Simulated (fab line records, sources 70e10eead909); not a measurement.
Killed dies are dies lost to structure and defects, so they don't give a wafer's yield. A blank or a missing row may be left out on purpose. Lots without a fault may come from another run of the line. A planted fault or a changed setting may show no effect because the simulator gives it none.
Chamber matching | flow nand_harc | NHARC_A_STAIRCASE_DEP_325 on pecvd-03: 3 sister chambers
The step deposits SiO2, target thk 7200 nm. 14 wafers are shown with their chamber, then 7 later ones without.

WAFERS WITH THEIR CHAMBER
wafer  | chamber | heater_power_w (W) | heater_power_outer_w (W)
L075.1 | 0       | 704                | 412
L075.4 | 0       | 638                | 360
L075.5 | 1       | 690                | 357
L076.1 | 0       | 803                | 480
L076.3 | 2       | 642                | 389
L076.5 | 2       | 598                | 336
L080.3 | 1       | 804                | 436
L080.4 | 1       | 672                | 361
L080.5 | 2       | 599                | 337
L082.2 | 1       | 798                | 427
L082.5 | 1       | 692                | 351
L082.6 | 0       | 641                | 371
L085.2 | 0       | 766                | 459
L085.3 | 1       | 688                | 360

SIGNATURES (means of the wafers above)
reading              | chamber 0 | chamber 1 | chamber 2 | scatter within a chamber
heater_power_w       | 710.40    | 724.00    | 613.00    | 61.1
heater_power_outer_w | 416.40    | 382.00    | 354.00    | 43.1
Rule: a wafer's distance from a chamber is the root of the sum, over the readings, of the square of ((its reading less the chamber's mean) divided by the reading's scatter). The wafer belongs to the nearest chamber; if the next one is less than 2 further off, it can't be placed. The scatter: the root of (the sum of the squares of (reading less its chamber's mean) over the shown wafers, divided by (wafers less chambers)).

WAFERS WITHOUT THEIR CHAMBER
wafer  | heater_power_w (W) | heater_power_outer_w (W)
L085.5 | 692                | 355
L090.1 | 714                | 417
L090.5 | 622                | 338
L090.6 | 698                | 364
L094.2 | 776                | 448
L094.4 | 608                | 341
L094.6 | 703                | 354

WHICH CHAMBER EACH WENT THROUGH
wafer  | from the rows above          | in truth
L085.5 | can't be placed: 1 or 2 or 0 | 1
L090.1 | can't be placed: 0 or 1      | 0
L090.5 | can't be placed: 2 or 1 or 0 | 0
L090.6 | can't be placed: 1 or 0 or 2 | 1
L094.2 | can't be placed: 0 or 1      | 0
L094.4 | can't be placed: 2 or 1      | 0
L094.6 | can't be placed: 1 or 0 or 2 | 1
Placed correctly: 0 of 7. Can't be placed from these rows: 7 (the true chamber is among the candidates in 6). Placed wrongly: 0.
